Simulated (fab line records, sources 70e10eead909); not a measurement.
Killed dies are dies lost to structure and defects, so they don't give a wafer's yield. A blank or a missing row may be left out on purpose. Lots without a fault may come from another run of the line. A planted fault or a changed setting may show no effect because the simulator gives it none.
Which tool did it? | flow nand_harc | 11 lots, 33 wafers sampled, at 5 steps of a route of 1302

WHAT THE GAUGES READ, wafer by wafer
NHARC_END_SORT_01. Usual: defect_limited_yield 91 %, standard deviation 3.1; killed_at_array 54, standard deviation 21; killed_at_other 0.9, standard deviation 1.1; killed_at_periphery 3.5, standard deviation 2.5; killed_dies 58, standard deviation 21; killed_open 3.3, standard deviation 1.9; killed_short 2.6, standard deviation 1.8; sort_bin_2_pct 3.0 %, standard deviation 1.4; sort_bin_3_pct 0.6 %, standard deviation 0.41; sort_bin_4_pct 4.9 %, standard deviation 1.7; sort_n_pass 619, standard deviation 21; sort_rim_yield_pct 92 %, standard deviation 4; sort_yield_pct 91 %, standard deviation 3.1.
lot  | measured     | on        | defect_limited_yield (%) | killed_at_array | killed_at_other | killed_at_periphery | killed_dies | killed_open | killed_short | sort_bin_2_pct (%) | sort_bin_3_pct (%) | sort_bin_4_pct (%) | sort_n_pass | sort_rim_yield_pct (%) | sort_yield_pct (%) | flag
L138 | day 29 21:07 | prober-02 | 93 94 94                 | 41 34 39        | 0 2 0           | 4 2 2               | 45 38 41    | 5 3 1       | 3 5 1        | 3.0 1.8 1.5        | 0.1 0.4 0.4        | 3.5 3.4 4.1        | 632 639 636 | 92 94 87               | 93 94 94           |

WHICH TOOL RAN EACH LOT (tool, then ch and the chambers of the sampled wafers, then the start)
lot  | NHARC_P_M1_ANNEAL_31             | NHARC_P_M2_ETCH_35                | NHARC_P_M2_PRE_CLEAN_30                 | NHARC_P_M2_ANNEAL_31
L128 | rtp_anneal-02 ch 0, day 6 21:25  | rie_diel-02 ch 1,2,3, day 6 23:52 | pvd_sputter-01, day 7 01:32 or earlier  | rtp_anneal-02 ch 0, day 7 01:32
L129 | rtp_anneal-02 ch 0, day 7 02:53  | rie_diel-08 ch 1,3, day 7 05:20   | pvd_sputter-01, day 7 07:06 or earlier  | rtp_anneal-02 ch 0, day 7 07:06
L130 | rtp_anneal-01 ch 0, day 7 21:29  | rie_diel-08 ch 1,2,3, day 7 23:42 | pvd_sputter-02, day 8 01:32 or earlier  | rtp_anneal-02 ch 0, day 8 01:32
L131 | rtp_anneal-01 ch 0, day 7 23:13  | rie_diel-09 ch 1,2,3, day 8 01:42 | pvd_sputter-01, day 8 03:22 or earlier  | rtp_anneal-02 ch 0, day 8 03:22
L132 | rtp_anneal-02 ch 0, day 8 12:16  | rie_diel-09 ch 0,3, day 8 14:47   | pvd_sputter-02, day 8 16:34 or earlier  | rtp_anneal-02 ch 0, day 8 16:34
L134 | rtp_anneal-02 ch 0, day 9 03:52  | rie_diel-09 ch 0,2,3, day 9 06:21 | pvd_sputter-02, day 9 08:00 or earlier  | rtp_anneal-02 ch 0, day 9 08:00
L133 | rtp_anneal-01 ch 0, day 9 05:22  | rie_diel-09 ch 0,3, day 9 07:37   | pvd_sputter-03, day 9 09:24 or earlier  | rtp_anneal-01 ch 0, day 9 09:24
L135 | rtp_anneal-02 ch 0, day 9 17:07  | rie_diel-09 ch 1,2,3, day 9 19:35 | pvd_sputter-03, day 9 21:16 or earlier  | rtp_anneal-01 ch 0, day 9 21:16
L136 | rtp_anneal-01 ch 0, day 10 09:29 | rie_diel-09 ch 1,2, day 10 12:02  | pvd_sputter-02, day 10 14:01 or earlier | rtp_anneal-02 ch 0, day 10 14:01
L138 | rtp_anneal-02 ch 0, day 11 06:56 | rie_diel-09 ch 0,3, day 11 09:17  | pvd_sputter-02, day 11 11:36 or earlier | rtp_anneal-01 ch 0, day 11 11:36
L148 | rtp_anneal-02 ch 0, day 15 03:36 | rie_diel-08 ch 0,1, day 15 05:58  | pvd_sputter-01, day 15 07:49 or earlier | rtp_anneal-02 ch 0, day 15 07:49
- NHARC_P_M1_ANNEAL_31: time 90 s.
- NHARC_P_M2_ETCH_35: etches the open film in N2/H2, target depth 40 nm, overetch 12 nm, time 43.94 s.
- NHARC_P_M2_PRE_CLEAN_30: time 30 s.
- NHARC_P_M2_ANNEAL_31: time 90 s.

WHAT THE TOOLS THEMSELVES READ (means of the sampled wafers that have a number; where no wafer has one, the mark that the record gives instead)
NHARC_P_M1_ANNEAL_31. Usual: wafer_temp_C_max 225.99, standard deviation 0.27.
lot  | tool          | wafer_temp_C_max | flag
L128 | rtp_anneal-02 | 226.09           |
L129 | rtp_anneal-02 | 226.07           |
L130 | rtp_anneal-01 | 226.15           |
L131 | rtp_anneal-01 | 225.86           |
L132 | rtp_anneal-02 | 226.08           |
L134 | rtp_anneal-02 | 225.96           |
L133 | rtp_anneal-01 | 226.06           |
L135 | rtp_anneal-02 | 226.28           |
L136 | rtp_anneal-01 | 225.96           |
L138 | rtp_anneal-02 | 226.30           |
L148 | rtp_anneal-02 | 226.24           |

NHARC_P_M2_ETCH_35. Usual: chamber_pressure_mTorr 30.002 mTorr, standard deviation 0.028; drypump_motor_current_A 5.5 A, standard deviation 0.43; oes_product_au 0.996 a.u., standard deviation 0.01; rf_vpp_V 430.2 V, standard deviation 2.7; run_length_s 65.1 s, standard deviation 0.55; showerhead_plenum_p_Torr 2.03 Torr, standard deviation 0.098; throttle_valve_pct 14.171 %, standard deviation 0.0083.
lot  | tool        | chamber_pressure_mTorr (mTorr) | drypump_motor_current_A (A) | oes_product_au (a.u.) | rf_vpp_V (V) | run_length_s (s) | showerhead_plenum_p_Torr (Torr) | throttle_valve_pct (%) | flag
L128 | rie_diel-02 | 30.004                         | 5.3                         | 0.997                 | 432.8        | 65.1             | 2.11                            | 14.175                 |
L129 | rie_diel-08 | 30.021                         | 5.7                         | 0.998                 | 430.8        | 65.4             | 2.03                            | 14.165                 |
L130 | rie_diel-08 | 30.020                         | 5.5                         | 0.988                 | 428.1        | 65.2             | 1.97                            | 14.180                 |
L131 | rie_diel-09 | 30.012                         | 5.9                         | 1.002                 | 431.0        | 64.5             | 2.04                            | 14.169                 |
L132 | rie_diel-09 | 29.995                         | 5.4                         | 0.999                 | 430.8        | 65.1             | 2.05                            | 14.170                 |
L134 | rie_diel-09 | 30.018                         | 5.6                         | 0.988                 | 429.1        | 64.9             | 1.98                            | 14.165                 |
L133 | rie_diel-09 | 29.999                         | 5.4                         | 0.994                 | 430.8        | 65.2             | 2.05                            | 14.172                 |
L135 | rie_diel-09 | 30.023                         | 5.9                         | 1.002                 | 431.0        | 64.9             | 2.04                            | 14.171                 |
L136 | rie_diel-09 | 30.021                         | 5.9                         | 1.005                 | 430.8        | 64.5             | 2.05                            | 14.173                 |
L138 | rie_diel-09 | 30.013                         | 5.4                         | 0.995                 | 429.6        | 65.1             | 2.05                            | 14.170                 |
L148 | rie_diel-08 | 30.038                         | 5.2                         | 0.996                 | 427.5        | 60.4             | 1.94                            | 14.172                 | OFF

NHARC_P_M2_PRE_CLEAN_30. Usual: heater_power_w 387 W, standard deviation 23.
lot  | tool           | heater_power_w (W) | flag
L128 | pvd_sputter-01 | 403                |
L129 | pvd_sputter-01 | 397                |
L130 | pvd_sputter-02 | 378                |
L131 | pvd_sputter-01 | 402                |
L132 | pvd_sputter-02 | 370                |
L134 | pvd_sputter-02 | 375                |
L133 | pvd_sputter-03 | 403                |
L135 | pvd_sputter-03 | 431                |
L136 | pvd_sputter-02 | 372                |
L138 | pvd_sputter-02 | 367                |
L148 | pvd_sputter-01 | 386                |

NHARC_P_M2_ANNEAL_31. Usual: wafer_temp_C_max 226.05, standard deviation 0.24.
lot  | tool          | wafer_temp_C_max | flag
L128 | rtp_anneal-02 | 225.95           |
L129 | rtp_anneal-02 | 225.91           |
L130 | rtp_anneal-02 | 226.30           |
L131 | rtp_anneal-02 | 225.96           |
L132 | rtp_anneal-02 | 226.23           |
L134 | rtp_anneal-02 | 226.14           |
L133 | rtp_anneal-01 | 226.19           |
L135 | rtp_anneal-01 | 225.78           |
L136 | rtp_anneal-02 | 226.02           |
L138 | rtp_anneal-01 | 226.28           |
L148 | rtp_anneal-02 | 226.24           |

THE ANSWER, worked out from the rows above alone
Rule: a lot is off if the mean of its wafers that have a number lies more than 3 standard deviations from the usual mean. A lot without any number at a reading at which 4 lots or more have one is off too. The other lots that the step has rows for count as sound. The gauges are gone through in route order, then the tools' own readings, and for those a lot's mean is taken as printed above. The first step at which some lot is off is used, and at that step the reading that is off furthest; a lot without a number counts as furthest.
Off: L148, at NHARC_P_M2_ETCH_35 (run_length_s).
A tool fits if, at that step or a process step before it, it ran every lot that is off, and no sound lot after the first of them. Can't be told from this: 2 tools fit, rtp_anneal-02 at NHARC_P_M1_ANNEAL_31, rie_diel-08 at NHARC_P_M2_ETCH_35.

WHAT THE SIMULATOR HAD PUT IN
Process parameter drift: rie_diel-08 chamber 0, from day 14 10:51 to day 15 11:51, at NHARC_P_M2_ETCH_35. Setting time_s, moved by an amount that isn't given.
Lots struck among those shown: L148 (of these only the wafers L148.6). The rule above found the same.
